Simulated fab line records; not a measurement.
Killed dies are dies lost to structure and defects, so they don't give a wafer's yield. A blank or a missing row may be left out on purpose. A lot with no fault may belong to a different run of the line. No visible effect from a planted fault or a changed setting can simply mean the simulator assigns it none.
fab line records	flow n5_finfet
record: lots: 7	wafers: 21
route steps=1938 shown BEOL_M11@1566 BEOL_M12@1637 BEOL_M13@1680 BEOL_M15@1796 MIM_BOT_ETCH@1868 PASSIVATION@1901
start_h: start of the lot's first displayed wafer, in hours after the record's first day	wait_h: hours from the lot's prior step to this one	" repeats the value in the row above	L1.1+2: a single row standing in for several wafers	- either no value or no given start	* or withheld: withheld	< > ~ a bound
route shown NAME@n: names a module that has steps shown in the file, with the first one's number in the route	usual: average and standard deviation across the fault-free wafers	same: alike in all rows	chamber/n: place in a boat	sites: per-site readings	_std_site: standard deviation of those values	_edge_site: outer sites' mean less inner sites'	radius_mm: how far each site lies from the wafer's centre	mask NAME#n: copy n	behind: the last tool/chamber to shape the wafer	hold: cause of the lot's hold/its duration in hours/its outcome	device: names the non-switching transistor (n, p or np)	end of line: the route-end tests of the same wafers	a step given without rows: its recipe and nothing more	killed: the dies lost at the first sort to structure and to defects; this is not the yield of the wafer	map: dies across one wafer; x = killed, . = not, _ = none there
set.NAME: the setting the step ran with; set.NAME@STEP: the setting that earlier step ran with	model.NAME: the simulator's own value behind a step, which no gauge read
lots run with intentionally changed settings; tables by step, rows by wafer
== steps ==
step: N5_BEOL_M11_PEB_26
recipe: peb_temp_c: withheld	peb_time_s: 60	resist: CAR-ArF
lot.wafer	tool	chamber	start_h	wait_h	set.peb_time_s
L075.1+6	litho_track-01	0	244.70	0.1	60
L075.5	"	0	"	"	66.55
L077.2+4+5	litho_track-03	0	244.87	0.1	60
L081.2+4+6	litho_track-03	0	274.43	0.1	60
L090.4	litho_track-02	0	318.85	0.0	60
L090.5+6	"	0	"	"	54.64
L091.3+5	litho_track-03	0	328.24	0.0	60
L091.6	"	0	"	"	64.34
L092.1+4	litho_track-01	0	338.53	0.1	60
L092.3	"	0	"	"	64.48
L093.1+6	litho_track-03	0	350.28	0.1	72.73
L093.3	"	0	"	"	60
step: N5_BEOL_M11_DEVELOP_27
recipe: develop_time_s: 30	developer: TMAH	resist: CAR-ArF	rinse_liquid: diw	dry: air_spin	dev_temp_c: 23
step: N5_BEOL_M11_CD_MEAS_28
recipe: target_cd_nm: 70	landing_energy_ev: 500	detector: se_inlens	polarity: opening
usual: cd_nm: 70.7/1.3
lot.wafer	tool	chamber	start_h	wait_h	set.peb_time_s@BEOL_M11_PEB_26	cd_nm
L075.1	cd_sem-02	0	244.77	-	60	72.3
L075.5	"	0	"	"	66.55	76.0
L075.6	"	0	"	"	60	72.7
L077.2	cd_sem-01	0	244.94	-	60	69.9
L077.4	"	0	"	"	60	70.2
L077.5	"	0	"	"	60	70.1
L081.2	cd_sem-02	0	274.50	-	60	69.3
L081.4	"	0	"	"	60	70.1
L081.6	"	0	"	"	60	69.2
L090.4	cd_sem-03	0	318.92	-	60	68.7
L090.5	"	0	"	"	54.64	65.4
L090.6	"	0	"	"	54.64	67.1
L091.3	cd_sem-02	0	328.31	-	60	69.5
L091.5	"	0	"	"	60	69.6
L091.6	"	0	"	"	64.34	72.2
L092.1	cd_sem-03	0	338.60	-	60	72.2
L092.3	"	0	"	"	64.48	76.1
L092.4	"	0	"	"	60	72.8
L093.1	cd_sem-02	0	350.35	-	72.73	76.0
L093.3	"	0	"	"	60	68.7
L093.6	"	0	"	"	72.73	75.7
step: N5_BEOL_M11_TRENCH_ETCH_37
recipe: chemistry: C4F6/O2	target_depth_a: 1488.3	target: SiCOH_lowk	time_s: 48	ion_energy_ev: 250	pressure_mtorr: 30	source_w: 345	bias_w: 185	Ar_flow_sccm: 300	C4F6_flow_sccm: 10	O2_flow_sccm: 10
usual: rf_vpp_V: 661/13
lot.wafer	tool	chamber	start_h	wait_h	set.bias_w	rf_vpp_V
L075.1	rie_diel-01	1	-	-	216.4	740
L075.5	"	2	"	"	216.4	756
L075.6	"	1	"	"	216.4	738
L077.2	rie_diel-03	0	-	-	185	677
L077.4	"	2	"	"	160.1	575
L077.5	"	3	"	"	160.1	601
L081.2	rie_diel-01	0	-	-	185	645
L081.4	"	3	"	"	185	652
L081.6	"	3	"	"	185	651
L090.4	rie_diel-06	0	-	-	185	645
L090.5	"	1	"	"	173.7	629
L090.6	"	0	"	"	185	646
L091.3	rie_diel-03	2	-	-	185	645
L091.5	"	3	"	"	167.1	621
L091.6	"	0	"	"	185	677
L092.1	rie_diel-06	2	-	-	185	652
L092.3	"	0	"	"	185	646
L092.4	"	0	"	"	185	647
L093.1	rie_diel-03	2	-	-	185	644
L093.3	"	0	"	"	197.1	711
L093.6	"	1	"	"	197.1	707
step: N5_BEOL_M12_ETCH_68
recipe: chemistry: N2/H2	target: SOC	mask_material: SiARC	source_w: 3000	bias_w: 350	temp_c: 40	time_s: 285	ion_energy_ev: 200	pressure_mtorr: 30	n2_flow_sccm: 200	h2_flow_sccm: 200
lot.wafer	tool	chamber	start_h	wait_h	set.time_s	model.SiARC_of_BEOL_M12_COAT_66.thk_nm
L075.1	rie_diel-05	3	250.49	0.1	266.4	88.4
L075.5	"	2	"	"	285	86
L075.6	"	3	"	"	266.4	87.8
L077.2	rie_diel-04	2	250.69	0.1	249.4	89
L077.4	"	1	"	"	249.4	89.2
L077.5	"	1	"	"	285	85.6
L081.2	rie_diel-05	2	279.72	0.1	285	86
L081.4	"	3	"	"	285	85.8
L081.6	"	0	"	"	285	85.4
L090.4	rie_diel-02	1	324.82	0.1	285	85.4
L090.5	"	1	"	"	285	85.6
L090.6	"	0	"	"	312.6	83.8
L091.3	rie_diel-02	3	333.87	0.1	285	86.2
L091.5	"	2	"	"	285	85.8
L091.6	"	3	"	"	285	86.4
L092.1	rie_diel-05	0	345.20	0.1	307.4	83.2
L092.3	"	3	"	"	285	84.8
L092.4	"	0	"	"	285	85.2
L093.1	rie_diel-04	1	355.14	0.1	285	85.8
L093.3+6	"	2	"	"	265	87.4
step: N5_BEOL_M13_COAT_65
recipe: resist: SOC	temp_c: 250	time_s: 60	spin_rpm: 1500	resist_thk_nm: 350
lot.wafer	tool	chamber	start_h	wait_h	set.spin_rpm	model.SOC_of_BEOL_M13_COAT_65.thk_nm
L075.1	litho_track-03	0	254.34	0.0	1431	359
L075.5	"	0	"	"	1500	350
L075.6	"	0	"	"	1500	349.2
L077.2	litho_track-02	0	256.14	0.0	1604	338.4
L077.4	"	0	"	"	1500	349.6
L077.5	"	0	"	"	1500	349.4
L081.2	litho_track-02	0	289.09	0.0	1500	350.4
L081.4	"	0	"	"	1500	350
L081.6	"	0	"	"	1500	350.8
L090.4	litho_track-02	0	330.35	0.0	1500	350.6
L090.5	"	0	"	"	1660	333
L090.6	"	0	"	"	1500	351
L091.3	litho_track-02	0	338.83	0.0	1500	351.8
L091.5	"	0	"	"	1500	351.4
L091.6	"	0	"	"	1345	370.2
L092.1	litho_track-03	0	350.93	0.0	1500	349.8
L092.3	"	0	"	"	1454	355.2
L092.4	"	0	"	"	1500	350.2
L093.1	litho_track-02	0	359.54	0.0	1626	336.2
L093.3	"	0	"	"	1500	350.6
L093.6	"	0	"	"	1626	336.8
step: N5_BEOL_M13_SPUTTER_44
recipe: material: Ta	target_thk_a: 100	temp_c: 50	bias_v: 80	power_w: 15000	chamber_pressure_pa: 0.07	time_s: 16.13
lot.wafer	tool	chamber	start_h	wait_h	set.power_w	model.Ta_of_BEOL_M13_SPUTTER_44.thk_nm
L075.1	pvd_sputter-02	-	258.43	0.0	16820	11.2
L075.5	"	-	"	"	16820	11.4
L075.6	"	-	"	"	15000	10.2
L077.2	pvd_sputter-01	-	258.53	0.0	15000	9.8
L077.4+5	"	-	"	"	12920	8.6
L081.2+4+6	pvd_sputter-02	-	292.40	0.0	15000	10
L090.4+5	pvd_sputter-01	-	335.39	0.0	12700	8.6
L090.6	"	-	"	"	12700	8.8
L091.3	pvd_sputter-02	-	341.02	0.0	15000	9.8
L091.5+6	"	-	"	"	13600	9.2
L092.1+3	pvd_sputter-03	-	352.49	0.0	15000	9.8
L092.4	"	-	"	"	13600	8.8
L093.1+3	pvd_sputter-01	-	361.98	0.0	16150	10.8
L093.6	"	-	"	"	15000	10
step: N5_BEOL_M15_COAT_60
recipe: resist: BARC	temp_c: 205	time_s: 60	spin_rpm: 1500	resist_thk_nm: 89
lot.wafer	tool	chamber	start_h	wait_h	set.spin_rpm	model.BARC_of_BEOL_M15_COAT_60.thk_nm
L075.1+5+6	litho_track-04	0	268.45	0.3	1500	89.6
L077.2+4	litho_track-03	0	268.90	0.3	1500	89.2
L077.5	"	0	"	"	1410	92
L081.2+6	litho_track-04	0	300.82	0.3	1500	89
L081.4	"	0	"	"	1500	89.4
L090.4+5+6	litho_track-05	0	343.69	0.0	1500	89
L091.3	litho_track-03	0	348.43	0.3	1500	88.8
L091.5+6	"	0	"	"	1500	88.6
L092.1	litho_track-04	0	361.03	0.3	1500	88.6
L092.3	"	0	"	"	1500	89
L092.4	"	0	"	"	1500	88.8
L093.1+6	litho_track-03	0	371.39	0.3	1500	88.8
L093.3	"	0	"	"	1447	90.4
step: N5_BEOL_M15_ETCH_61
recipe: chemistry: N2/H2	target: BARC	target_depth_a: 890	overetch_a: 267	time_s: 67.9	ion_energy_ev: 200	pressure_mtorr: 30	source_w: 840	bias_w: 150	n2_flow_sccm: 200	h2_flow_sccm: 200
usual: rf_vpp_V: 522.4/2.2
lot.wafer	tool	chamber	start_h	wait_h	set.bias_w	set.spin_rpm@BEOL_M15_COAT_60	rf_vpp_V	model.etch.depth_nm
L075.1	rie_diel-03	2	268.97	0.0	176.9	1500	579.9	89.69
L075.5	"	3	"	"	176.9	1500	578.0	89.65
L075.6	"	0	"	"	150	1500	525.6	89.53
L077.2	rie_diel-06	3	269.29	0.0	150	1500	520.2	89.25
L077.4	"	0	"	"	150	1500	522.6	89.24
L077.5	"	0	"	"	150	1410	522.0	91.96
L081.2	rie_diel-01	3	301.30	0.0	150	1500	521.9	89.02
L081.4	"	2	"	"	150	1500	523.3	89.42
L081.6	"	1	"	"	150	1500	521.3	89.05
L090.4	rie_diel-06	0	344.27	0.0	150	1500	520.7	89.08
L090.5	"	2	"	"	150	1500	522.9	88.99
L090.6	"	3	"	"	150	1500	519.2	89.04
L091.3	rie_diel-01	0	349.02	0.0	164.2	1500	553.0	88.79
L091.5	"	1	"	"	150	1500	521.6	88.59
L091.6	"	0	"	"	164.2	1500	552.8	88.62
L092.1	rie_diel-06	3	361.44	0.0	159.6	1500	538.4	88.59
L092.3	"	2	"	"	159.6	1500	545.2	88.99
L092.4	"	3	"	"	150	1500	521.0	88.85
L093.1	rie_diel-01	0	371.79	0.0	150	1500	522.5	88.75
L093.3	"	1	"	"	150	1447	520.5	90.39
L093.6	"	1	"	"	150	1500	520.3	88.77
step: N5_MIM_BOT_ETCH_ETCH_00
recipe: chemistry: Cl2/BCl3	target: TiN	target_depth_a: 455	ion_energy_ev: 150	pressure_mtorr: 10	icp_w: 1000	bias_w: 126	Cl2_flow_sccm: 53.25	bcl3_flow_sccm: 21.75	Ar_flow_sccm: 25
lot.wafer	tool	chamber	start_h	wait_h	set.bias_w	model.etch.depth_nm
L075.1	rie_metal-01	0	278.18	0.1	126	45.28
L075.5	"	1	"	"	142.8	46.89
L075.6	"	0	"	"	126	45.25
L077.2	rie_metal-01	0	283.33	0.1	126	45.89
L077.4	"	1	"	"	126	44.78
L077.5	"	0	"	"	106.7	42.97
L081.2	rie_metal-02	0	312.15	0.1	126	45.94
L081.4	"	0	"	"	126	46.2
L081.6	"	1	"	"	126	47.01
L090.4	rie_metal-01	1	350.43	0.1	126	45.91
L090.5	"	0	"	"	143	48.7
L090.6	"	1	"	"	126	45.46
L091.3	rie_metal-02	1	359.29	0.1	126	45.96
L091.5	"	0	"	"	126	45.94
L091.6	"	1	"	"	126	46.3
L092.1	rie_metal-02	1	370.38	0.1	113.7	44.86
L092.3	"	0	"	"	126	46
L092.4	"	1	"	"	126	46.57
L093.1	rie_metal-02	0	383.09	0.1	126	45.9
L093.3	"	1	"	"	147.6	48.87
L093.6	"	0	"	"	126	45.86
step: N5_PASSIVATION_EXPOSE_27
recipe: mask_id: PAD	na: 0.55	source_shape: conventional	sigma_outer: 0.8	polarization: unpolarized	defocus_nm: 0	dose_mj: 32.3
lot.wafer	tool	chamber	start_h	wait_h	mask	set.dose_mj
L075.1+5	krf_scanner-02	0	284.45	-	PAD#0	32.3
L075.6	"	0	"	"	PAD#0	34.66
L077.2+4+5	krf_scanner-01	0	288.71	-	PAD#0	32.3
L081.2+4+6	krf_scanner-02	0	314.96	-	PAD#0	32.3
L090.4+5+6	krf_scanner-01	0	353.27	-	PAD#0	32.3
L091.3+5	krf_scanner-02	0	362.72	-	PAD#0	34.44
L091.6	"	0	"	"	PAD#0	32.3
L092.1+4	krf_scanner-01	0	375.28	-	PAD#0	32.3
L092.3	"	0	"	"	PAD#0	33.96
L093.1+3+6	krf_scanner-01	0	386.53	-	PAD#0	32.3
step: N5_PASSIVATION_PEB_28
recipe: peb_temp_c: withheld	peb_time_s: *
step: N5_PASSIVATION_DEVELOP_29
recipe: develop_time_s: 60	rinse_liquid: diw	dry: air_spin	dev_temp_c: 21
step: N5_PASSIVATION_HARDBAKE_31
recipe: temp_c: 130	time_s: 120
step: N5_PASSIVATION_CD_MEAS_30
recipe: target_cd_nm: 4000	landing_energy_ev: 500	detector: se_inlens	polarity: opening
usual: cd_nm: 4000.6/2.1
lot.wafer	tool	chamber	start_h	wait_h	set.dose_mj@PASSIVATION_EXPOSE_27	cd_nm
L075.1	cd_sem-01	0	284.63	-	32.3	4000.4
L075.5	"	0	"	"	32.3	3999.2
L075.6	"	0	"	"	34.66	4012.3
L077.2	cd_sem-01	0	288.89	-	32.3	4003.4
L077.4	"	0	"	"	32.3	4001.7
L077.5	"	0	"	"	32.3	4000.6
L081.2	cd_sem-03	0	315.13	-	32.3	3998.0
L081.4	"	0	"	"	32.3	3996.9
L081.6	"	0	"	"	32.3	3999.7
L090.4	cd_sem-01	0	353.44	-	32.3	4004.0
L090.5	"	0	"	"	32.3	4002.9
L090.6	"	0	"	"	32.3	4002.0
L091.3	cd_sem-02	0	362.88	-	34.44	4013.2
L091.5	"	0	"	"	34.44	4012.1
L091.6	"	0	"	"	32.3	4002.2
L092.1	cd_sem-03	0	375.46	-	32.3	4002.4
L092.3	"	0	"	"	33.96	4009.4
L092.4	"	0	"	"	32.3	4003.8
L093.1	cd_sem-02	0	386.71	-	32.3	4002.4
L093.3	"	0	"	"	32.3	4001.2
L093.6	"	0	"	"	32.3	4002.7
== key ==
split: step: N5_BEOL_M11_PEB_26	setting: peb_time_s	stated: 60	by: wafer
response: step: N5_BEOL_M11_CD_MEAS_28	reading: cd_nm	change: +0.341	per: 1%	r: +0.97
split: step: N5_BEOL_M11_TRENCH_ETCH_37	setting: bias_w	stated: 185	by: wafer
response: step: N5_BEOL_M11_TRENCH_ETCH_37	reading: rf_vpp_V	change: +5.95	per: 1%	r: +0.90
split: step: N5_BEOL_M12_ETCH_68	setting: time_s	stated: 285	by: wafer
response: step: N5_BEOL_M12_ETCH_68	reading: model.SiARC_of_BEOL_M12_COAT_66.thk_nm	change: -0.246	per: 1%	r: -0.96
split: step: N5_BEOL_M13_COAT_65	setting: spin_rpm	stated: 1500	by: wafer
response: step: N5_BEOL_M13_COAT_65	reading: model.SOC_of_BEOL_M13_COAT_65.thk_nm	change: -1.72	per: 1%	r: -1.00
split: step: N5_BEOL_M13_SPUTTER_44	setting: power_w	stated: 15000	by: wafer
response: step: N5_BEOL_M13_SPUTTER_44	reading: model.Ta_of_BEOL_M13_SPUTTER_44.thk_nm	change: +0.0892	per: 1%	r: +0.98
split: step: N5_BEOL_M15_COAT_60	setting: spin_rpm	stated: 1500	by: wafer
response: step: N5_BEOL_M15_COAT_60	reading: model.BARC_of_BEOL_M15_COAT_60.thk_nm	change: -0.463	per: 1%	r: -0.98
response: step: N5_BEOL_M15_ETCH_61	reading: model.etch.depth_nm	change: -0.455	per: 1%	r: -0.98
split: step: N5_BEOL_M15_ETCH_61	setting: bias_w	stated: 150	by: wafer
response: step: N5_BEOL_M15_ETCH_61	reading: rf_vpp_V	change: +3.06	per: 1%	r: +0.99
split: step: N5_MIM_BOT_ETCH_ETCH_00	setting: bias_w	stated: 126	by: wafer
response: step: N5_MIM_BOT_ETCH_ETCH_00	reading: model.etch.depth_nm	change: +0.166	per: 1%	r: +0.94
split: step: N5_PASSIVATION_EXPOSE_27	setting: dose_mj	stated: 32.3	by: wafer
response: step: N5_PASSIVATION_CD_MEAS_30	reading: cd_nm	change: +1.55	per: 1%	r: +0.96
